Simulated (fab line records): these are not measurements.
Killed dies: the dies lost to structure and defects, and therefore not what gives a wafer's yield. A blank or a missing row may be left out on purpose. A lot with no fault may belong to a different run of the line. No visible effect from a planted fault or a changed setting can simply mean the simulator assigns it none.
Matching of chambers -- flow nand-harc -- NHARC_A_STAIRCASE_DESCUM_168 on rie-diel-06: 4 sister chambers
The step chemistry O2, time 3 s. 8 wafers are shown with their chamber, then 10 later ones without.

## WAFERS, EACH WITH ITS CHAMBER
wafer,chamber,showerhead-plenum-p-Torr (Torr),drypump-motor-current-A (A)
L076.5,3,1.95,5.9
L082.1,2,1.84,5.4
L082.2,3,1.94,6.0
L085.1,2,1.84,5.4
L085.2,1,1.88,5.3
L085.4,0,2.04,5.0
L089.1,1,1.88,5.3
L089.3,0,2.04,5.0

## WAFERS WITH NO CHAMBER GIVEN
wafer,showerhead-plenum-p-Torr (Torr),drypump-motor-current-A (A)
L089.6,1.88,5.3
L090.2,2.04,5.0
L090.3,1.88,5.3
L090.6,1.88,5.3
L094.1,1.83,5.4
L094.3,2.03,5.0
L094.4,1.88,5.2
L097.1,1.83,5.4
L097.2,1.93,5.9
L097.5,1.93,5.9

## WHICH CHAMBER EACH WENT THROUGH
wafer,from the rows above,in truth
L089.6,1,1
L090.2,0,0
L090.3,1,1
L090.6,1,1
L094.1,2,2
L094.3,0,0
L094.4,1,1
L097.1,2,2
L097.2,3,3
L097.5,3,3
Correct placement for 10 of the 10. From these rows, 0 cannot be placed. Number placed wrongly: 0.
How it was worked out, from the rows above alone: a wafer's distance from a chamber is the root of the sum, over the readings, of the square of ((its reading less the chamber's mean) divided by the reading's scatter). If the next closest chamber is less than 2 further off than the closest, the wafer can't be placed; otherwise it belongs to the closest. The mean given for a chamber averages the wafers shown for that chamber. The scatter: take each reading less its chamber's mean, square it, sum over the shown wafers, divide by the number of wafers less the number of chambers, and take the root.
